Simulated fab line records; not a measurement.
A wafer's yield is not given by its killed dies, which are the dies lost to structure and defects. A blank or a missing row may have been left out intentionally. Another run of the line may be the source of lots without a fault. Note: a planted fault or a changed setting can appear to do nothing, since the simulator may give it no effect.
Split-lot trial | flow n5-finfet | 7 lots, 21 wafers read, on a route of 1938 steps

ON THE SPLIT
At N5_HKMG_FIN_ETCH_54 (etches SiARC in CF4, target depth 45.5 nm, time 75.8 s), the setting source-w was moved away from the recipe's 545 W on 4 of the 21 wafers read, by -8.7% to +15.7%. This setting was run at the recipe's value on the other wafers.

Reading taken at the split's own step.

THE READING
rf-vpp-V, in V, at N5_HKMG_FIN_ETCH_54 (etches SiARC in CF4, target depth 45.5 nm, time 75.8 s). Typical for fault-free wafers on this fab line: 184.4 V, with standard deviation 1.1 V.

wafer  | tool, chamber at the split | source-w as run, W | against the recipe | rf-vpp-V, V | against lot-mates on the recipe
L086.1 | rie-diel-03, 0             | 545                | recipe             | 183.7       | -
L086.2 | rie-diel-03, 2             | 545                | recipe             | 185.1       | -
L086.3 | rie-diel-03, 1             | 545                | recipe             | 184.3       | -
L088.1 | rie-diel-03, 2             | 545                | recipe             | 185.3       | -
L088.2 | rie-diel-03, 0             | 545                | recipe             | 186.3       | -
L088.3 | rie-diel-03, 1             | 497.7              | -8.7%              | 189.4       | +3.6
L089.2 | rie-diel-06, 0             | 545                | recipe             | 184.0       | -
L089.4 | rie-diel-06, 1             | 545                | recipe             | 186.4       | -
L089.5 | rie-diel-06, 3             | 545                | recipe             | 184.6       | -
L090.1 | rie-diel-03, 2             | 545                | recipe             | 184.4       | -
L090.3 | rie-diel-03, 0             | 545                | recipe             | 184.1       | -
L090.5 | rie-diel-03, 2             | 545                | recipe             | 184.5       | -
L092.1 | rie-diel-06, 1             | 545                | recipe             | 185.5       | -
L092.2 | rie-diel-06, 0             | 545                | recipe             | 184.8       | -
L092.5 | rie-diel-06, 0             | 545                | recipe             | 186.9       | -
L093.2 | rie-diel-01, 1             | 630.7              | +15.7%             | 174.8       | -8.5
L093.4 | rie-diel-01, 2             | 630.7              | +15.7%             | 174.2       | -9.1
L093.5 | rie-diel-01, 3             | 545                | recipe             | 183.3       | -
L097.1 | rie-diel-01, 0             | 545                | recipe             | 186.1       | -
L097.3 | rie-diel-01, 1             | 499.6              | -8.3%              | 190.2       | +5.0
L097.4 | rie-diel-01, 2             | 545                | recipe             | 184.3       | -

FIT RESULTS
A straight line over all 21 wafers: rf-vpp-V changes by -0.64 V for each +1% of source-w; r = -0.97; the points scatter about the line by 0.98 V.
The same after taking each lot's own level away (the mean of its wafers on the recipe; 21 wafers): -0.546 V for each +1%; r = -0.97; scatter 0.74 V.
The reading moves by 8.6 V for the largest change in source-w, on that fit.
Measured against the standard deviation above, the lots' own levels, which go from 183.30 to 185.80 V, span 2.3 times it.
Thus the slope moves with the lot-to-lot level: the two fits are different.
Check: -8.73 V against its lot-mates is what the line predicts for one of the wafers moved furthest among these (+15.7%) when that wafer is left out of the fit. It came out at -8.5 V against them.
Tool readings at the split's step, against how far the setting was moved: rf-vpp-V r = -0.97.

THE OTHER SPLITS THESE WAFERS WENT THROUGH
Note: prior to the reading, these wafers also went through further splits. Each is held against what the fit with the lots' levels taken away leaves over:
other split on the same wafers       | wafers away from the commonest value | r with rf-vpp-V (lot level and that fit taken away)
N5_ZERO_LAYER_PEB_09 peb-time-s      | as run: not given for these wafers   | -
N5_WELL_APT_COAT_19 spin-rpm         | 8                                    | +0.02
N5_WELL_APT_PEB_23 peb-time-s        | 11                                   | +0.24
N5_FIN_CUT_EXPOSE_05 dose-mj         | 6                                    | +0.13
N5_DUMMY_GATE_COAT_28 spin-rpm       | 6                                    | +0.18
N5_SD_EPI_P_EPI_21 epi-growth-time-s | 6                                    | +0.03
N5_SDB_COAT_05 spin-rpm              | 6                                    | +0.08

FILE'S OWN FIT
rf-vpp-V changes by -0.54 V for each +1% of source-w, r = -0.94.
